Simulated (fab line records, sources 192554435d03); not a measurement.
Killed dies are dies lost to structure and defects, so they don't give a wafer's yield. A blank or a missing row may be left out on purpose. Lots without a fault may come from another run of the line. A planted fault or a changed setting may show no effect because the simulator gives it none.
A struck lot beside a sound one | flow n5_finfet | 21 steps out of a route of 1938
Sound: wafers L101.2, L101.5, L101.6. Struck: wafers L107.3, L107.4, L107.5. The cause comes at the end.
At each step with rows: each side's tool, then ch and its chambers, then its first start. Under that, the readings that differ: sound wafers | struck wafers | difference of the means | sigmas: that difference in standard deviations of wafers without a fault.
alike: readings whose means differ by less than 2 such deviations, and words and numbers that are the same on both sides. not compared: withheld readings, readings that some wafer has no value for, bounds like >300 that may hide the same value, and numbers for which the record gives no deviation and whose values overlap.
The two part at a step that has a row with sigmas, a row that says differs or no value, or rows on one side only. Numbers that don't overlap but have no deviation are shown without sigmas and don't part them. A reading that every wafer of one side lacks parts them only if that side has two wafers or more.

first, 6 steps without rows for these wafers: N5_BEOL_M3_COAT_05 (resist thk 30 nm); N5_BEOL_M3_EBR_07; N5_BEOL_M3_SOFTBAKE_06 (time 60 s); N5_BEOL_M3_EXPOSE_08 (exposes mask M3); N5_BEOL_M3_PEB_09 (peb time 60 s); N5_BEOL_M3_DEVELOP_10 (develop time 30 s).
N5_BEOL_M3_CD_MEAS_11: target cd 17.05 nm.
  sound on cd_sem-01 ch 0, day 8 20:43; struck on cd_sem-02 ch 0, day 11 17:20
  reading    | sound             | struck            | difference | sigmas
  cd_nm (nm) | 17.36 17.21 17.06 | 16.54 16.53 16.88 | -0.56      | -2
N5_BEOL_M3_OVL_MEAS_12:
  sound on overlay-02 ch 0, day 8 20:45; struck on overlay-02 ch 0, day 11 17:22
  alike: M3_OVL
N5_BEOL_M3_INSPECT_13: inspects for defects (brightfield).
  sound on defect_inspect-02, day 8 20:48; struck on defect_inspect-02, day 11 17:25
  alike: raw_defect_count
N5_BEOL_M3_DESCUM_16: chemistry O2, time 7 s.
  sound on rie_diel-06 ch 1,2,3, day 8 20:50; struck on rie_diel-06 ch 0,2, day 11 17:27
  alike: drypump_motor_current_A, oes_product_au, rf_vpp_V, showerhead_plenum_p_Torr, throttle_valve_pct
  not compared: rf_hours_counter_h
N5_BEOL_M3_ETCH_74: etches underlayer in N2/H2, target depth 6.5 nm, time 5.2 s.
  sound on rie_diel-06 ch 1,2,3, day 8 20:52; struck on rie_diel-06 ch 0,2, day 11 17:29
  alike: bias_w, chamber_pressure_mTorr, drypump_motor_current_A, etch_rf_on_time_s, oes_product_au, rf_vpp_V, showerhead_plenum_p_Torr, throttle_valve_pct
  not compared: rf_hours_counter_h
N5_BEOL_M3_ETCH_63: etches SiARC in CF4, target depth 15.6 nm, time 26 s.
  sound on rie_diel-06 ch 1,2,3, day 8 20:53; struck on rie_diel-06 ch 0,2, day 11 17:30
  alike: bias_w, cf4_flow_sccm, drypump_motor_current_A, etch_rf_on_time_s, mfc_ar_sccm, oes_product_au, rf_vpp_V, showerhead_plenum_p_Torr, throttle_valve_pct
  not compared: rf_hours_counter_h
N5_BEOL_M3_ETCH_64: etches SOC in N2/H2, target depth 75 nm, overetch 15 nm, time 112.5 s.
  sound on rie_diel-06 ch 1,2,3, day 8 20:55; struck on rie_diel-06 ch 0,2, day 11 17:32
  no value came back on the struck wafers for any of 8 readings (bias_w (W), chamber_pressure_mTorr (mTorr) and others); on the sound wafers bias_w (W) reads 150.5 150.1 150.5
  reading                                         | sound   | struck   | difference | sigmas
  model.CAR-EUV_of_BEOL_M3_COAT_05.thk_nm (nm)    | 0 0 0   | 11 11 11 | +11        |
  model.SiARC_of_BEOL_M3_COAT_62.thk_nm (nm)      | 7 6.8 7 | 12 12 12 | +5         |
  model.underlayer_of_BEOL_M3_COAT_73.thk_nm (nm) | 0 0 0   | 5 5 5    | +5         |
  not compared: rf_hours_counter_h
then, 2 steps without rows for these wafers: N5_BEOL_M3_STRIP_65 (strips in N2/H2); N5_BEOL_M3_STRIP_75 (strips in N2/H2).
N5_BEOL_M3_STRIP_66: strips in CF4.
  sound on rie_diel-06 ch 1,2,3, day 8 21:02; struck on rie_diel-06 ch 0,2, day 11 17:40
  alike: drypump_motor_current_A, oes_product_au, rf_vpp_V, showerhead_plenum_p_Torr, throttle_valve_pct
  not compared: rf_hours_counter_h
N5_BEOL_M3_HM_OPEN_17: chemistry Cl2/BCl3, target TiN, target depth 20 nm, overetch 6 nm.
  sound on rie_metal-02 ch 0,1, day 8 21:05; struck on rie_metal-02 ch 0,1, day 11 17:44
  reading                | sound             | struck            | difference | sigmas
  oes_product_au (a.u.)  | 0.52 0.53 0.67    | 0.36 0.29 0.29    | -0.26      | -3
  throttle_valve_pct (%) | 22.30 22.30 22.16 | 22.70 22.84 22.82 | +0.53      | +6
  alike: drypump_motor_current_A, mfc_ar_sccm
  not compared: rf_hours_counter_h
N5_BEOL_M3_STRIP_19: strips in O2.
  sound on rie_diel-06 ch 0,1,2, day 8 21:13; struck on rie_diel-01 ch 0,1,3, day 11 17:49
  alike: drypump_motor_current_A, oes_product_au, rf_vpp_V, showerhead_plenum_p_Torr, throttle_valve_pct
  not compared: rf_hours_counter_h
N5_BEOL_M3_CD_MEAS_18: pitch 36 nm, target cd 18 nm.
  sound on cd_sem-01, day 8 21:18; struck on cd_sem-01, day 11 17:53
  reading    | sound             | struck | difference                    | sigmas
  cd_nm (nm) | 17.73 18.12 17.99 | - - -  | no value on the struck wafers |
then, 1 step without rows for these wafers: N5_BEOL_M3_COAT_67 (time 60 s, resist thk 60 nm).
N5_BEOL_M4_RC_MEAS_101:
  the record has rows for the sound wafers here (prober-01 ch 0, day 11 10:23) and none for the struck ones

WHERE THEY PART
First at N5_BEOL_M3_CD_MEAS_11; last, within this record, at N5_BEOL_M4_RC_MEAS_101.

WHY: what the simulator had put in
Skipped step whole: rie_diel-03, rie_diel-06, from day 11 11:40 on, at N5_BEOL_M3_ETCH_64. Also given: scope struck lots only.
